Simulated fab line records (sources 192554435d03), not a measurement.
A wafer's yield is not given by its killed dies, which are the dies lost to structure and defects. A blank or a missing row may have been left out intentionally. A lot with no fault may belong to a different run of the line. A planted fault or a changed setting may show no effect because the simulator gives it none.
Which of the tools did it?    flow n5 finfet    6 lots with 17 wafers sampled at 4 steps, on a route of 1938 steps

== WHAT THE GAUGES READ, wafer by wafer ==
N5_BEOL_M8_RS_MEAS_57: uses a four-point probe to measure.
lot   measured      on             M8_RS (ohm/sq)
L975  day 10 03:41  film metro-01  0.285 0.281 0.278
L982  day 11 19:29  film metro-01  0.298 0.291 0.293
L984  day 12 14:37  film metro-02  0.293 0.283
L990  day 13 15:14  film metro-01  0.282 0.294 0.295
L992  day 14 14:14  film metro-01  0.281 0.283 0.277
L993  day 15 16:06  film metro-02  0.278 0.292 0.280

== WHICH TOOL RAN EACH LOT (tool, then ch and the chambers of the sampled wafers, then the start) ==
lot   N5_BEOL_M8_STRIP_80                            N5_BEOL_M8_CVD_78                 N5_BEOL_M8_ANNEAL_51
L975  rie diel-04 ch 1,2, day 10 02:23 or earlier    cvd co-02 ch 0,2, day 10 02:23    rtp anneal-01 ch 0, day 10 03:03
L982  rie diel-03 ch 0,2,3, day 11 18:18 or earlier  cvd co-01 ch 1,2, day 11 18:18    rtp anneal-01 ch 0, day 11 18:45
L984  rie diel-04 ch 1,2, day 12 13:05 or earlier    cvd co-01 ch 0,2, day 12 13:05    rtp anneal-01 ch 0, day 12 13:48
L990  rie diel-03 ch 0,1,2, day 13 14:02 or earlier  cvd co-02 ch 0,1,2, day 13 14:02  rtp anneal-02 ch 0, day 13 14:31
L992  rie diel-04 ch 1,3, day 14 13:08 or earlier    cvd co-02 ch 0,1, day 14 13:08    rtp anneal-02 ch 0, day 14 13:29
L993  rie diel-06 ch 2,3, day 15 14:59 or earlier    cvd co-02 ch 1,2, day 15 14:59    rtp anneal-02 ch 0, day 15 15:26
- N5_BEOL_M8_STRIP_80: strips in N2/H2, time 10 s.
- N5_BEOL_M8_CVD_78: deposits Co from CCTBA/H2, target thk 2 nm, time 142.3 s.
- N5_BEOL_M8_ANNEAL_51: time 90 s.

== THE ANSWER, worked out from the rows above alone ==
Rule: the usual values come from the lots themselves. Put in order of their means at a reading, lots are off if they are a third of the lots or fewer, leave a main group of 4 or more, and stand apart from it by a gap of 3 or more times the standard deviation of the main group's means; of several such gaps the widest counts. The tables above print the reading to a certain number of digits; a main group whose means all agree to those digits is not used. Also off: a lot with no number at a reading for which 4 or more lots have one. The other lots that the step has rows for count as sound.
Nothing can be told from this: no lot is off at any reading shown.

== WHAT THE SIMULATOR HAD PUT IN ==
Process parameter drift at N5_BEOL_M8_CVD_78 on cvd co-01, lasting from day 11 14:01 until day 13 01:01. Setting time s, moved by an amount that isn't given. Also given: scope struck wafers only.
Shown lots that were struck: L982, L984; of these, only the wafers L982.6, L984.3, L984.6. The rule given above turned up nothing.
